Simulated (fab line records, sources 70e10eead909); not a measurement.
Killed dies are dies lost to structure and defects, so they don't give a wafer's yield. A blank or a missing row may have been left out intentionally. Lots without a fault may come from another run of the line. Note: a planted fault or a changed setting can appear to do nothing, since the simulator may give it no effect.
Matching of chambers + flow nandHarc + pecvd-04 running NHARC_A_STAIRCASE_DEP_151: 3 sister chambers
The step deposits SiO2, target thk 7200 nm. 3 wafers are shown with their chamber, then 11 later ones without.

## EACH WAFER AND ITS CHAMBER
| wafer  | chamber | heaterPowerW (W) |
|--------|---------|------------------|
| L080.5 | 2       | 546              |
| L089.6 | 1       | 532              |
| L090.1 | 0       | 576              |

## WAFERS MISSING THEIR CHAMBER
| wafer  | heaterPowerW (W) |
|--------|------------------|
| L090.2 | 672              |
| L090.3 | 624              |
| L093.2 | 629              |
| L093.3 | 686              |
| L093.4 | 506              |
| L094.2 | 671              |
| L094.4 | 512              |
| L094.5 | 553              |
| L096.1 | 630              |
| L096.3 | 659              |
| L096.6 | 519              |

## EACH ONE'S CHAMBER
| wafer  | from the rows above          | in truth |
|--------|------------------------------|----------|
| L090.2 | can't be placed: 0 or 2 or 1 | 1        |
| L090.3 | can't be placed: 0 or 2 or 1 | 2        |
| L093.2 | can't be placed: 0 or 2 or 1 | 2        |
| L093.3 | can't be placed: 0 or 2 or 1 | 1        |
| L093.4 | can't be placed: 1 or 2 or 0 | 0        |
| L094.2 | can't be placed: 0 or 2 or 1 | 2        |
| L094.4 | can't be placed: 1 or 2 or 0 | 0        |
| L094.5 | can't be placed: 2 or 1 or 0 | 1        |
| L096.1 | can't be placed: 0 or 2 or 1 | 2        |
| L096.3 | can't be placed: 0 or 2 or 1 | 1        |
| L096.6 | can't be placed: 1 or 2 or 0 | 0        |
Correct placement for 0 of the 11. Can't be placed from these rows: 11 (the true chamber is among the candidates in 11). Wrongly placed: 0.
How it was worked out, from the rows above alone: a wafer's distance from a chamber is the root of the sum, over the readings, of the square of ((its reading less the chamber's mean) divided by the reading's scatter). If the next closest chamber is less than 2 further off than the closest, the wafer can't be placed; otherwise it belongs to the closest. A chamber's mean is the mean of its shown wafers. The scatter: root of mean squared gap, hidden wafer to nearest shown wafer, with one shown wafer a chamber.
